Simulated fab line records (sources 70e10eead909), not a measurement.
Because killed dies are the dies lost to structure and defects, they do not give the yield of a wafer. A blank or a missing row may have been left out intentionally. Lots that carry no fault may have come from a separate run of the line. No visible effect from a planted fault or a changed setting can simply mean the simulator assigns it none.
Matching of chambers || flow nand-harc || NHARC_A_STAIRCASE_CMP_472 on cmp-02: 3 sister chambers
The step polishes SiO2. 3 wafers are shown with their chamber, then 6 later ones without.

EACH WAFER AND ITS CHAMBER
{"wafer": "L089.3", "chamber": 1, "motor-current-A (A)": 12.6}
{"wafer": "L089.5", "chamber": 3, "motor-current-A (A)": 11.6}
{"wafer": "L090.1", "chamber": 2, "motor-current-A (A)": 13.0}

WAFERS WITH NO CHAMBER GIVEN
{"wafer": "L090.2", "motor-current-A (A)": 12.5}
{"wafer": "L091.2", "motor-current-A (A)": 11.2}
{"wafer": "L091.4", "motor-current-A (A)": 12.5}
{"wafer": "L091.5", "motor-current-A (A)": 11.9}
{"wafer": "L096.2", "motor-current-A (A)": 12.4}
{"wafer": "L096.6", "motor-current-A (A)": 12.0}

THE CHAMBER EACH PASSED THROUGH
{"wafer": "L090.2", "from the rows above": "can't be placed: 1 or 2", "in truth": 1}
{"wafer": "L091.2", "from the rows above": 3, "in truth": 3}
{"wafer": "L091.4", "from the rows above": "can't be placed: 1 or 2", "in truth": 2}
{"wafer": "L091.5", "from the rows above": "can't be placed: 3 or 1", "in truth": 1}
{"wafer": "L096.2", "from the rows above": "can't be placed: 1 or 2", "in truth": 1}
{"wafer": "L096.6", "from the rows above": "can't be placed: 3 or 1", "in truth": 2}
Correctly placed: 1 of 6. Not placeable from these rows: 5 (in 4, the candidates include the true chamber). Number placed wrongly: 0.
How it was worked out, from the rows above alone: a wafer's distance from a chamber is the root of the sum, over the readings, of the square of ((its reading less the chamber's mean) divided by the reading's scatter). The wafer belongs to the nearest chamber; if the next one is less than 2 further off, it can't be placed. The mean given for a chamber averages the wafers shown for that chamber. The scatter: root of mean squared gap, hidden wafer to nearest shown wafer, with one shown wafer a chamber.
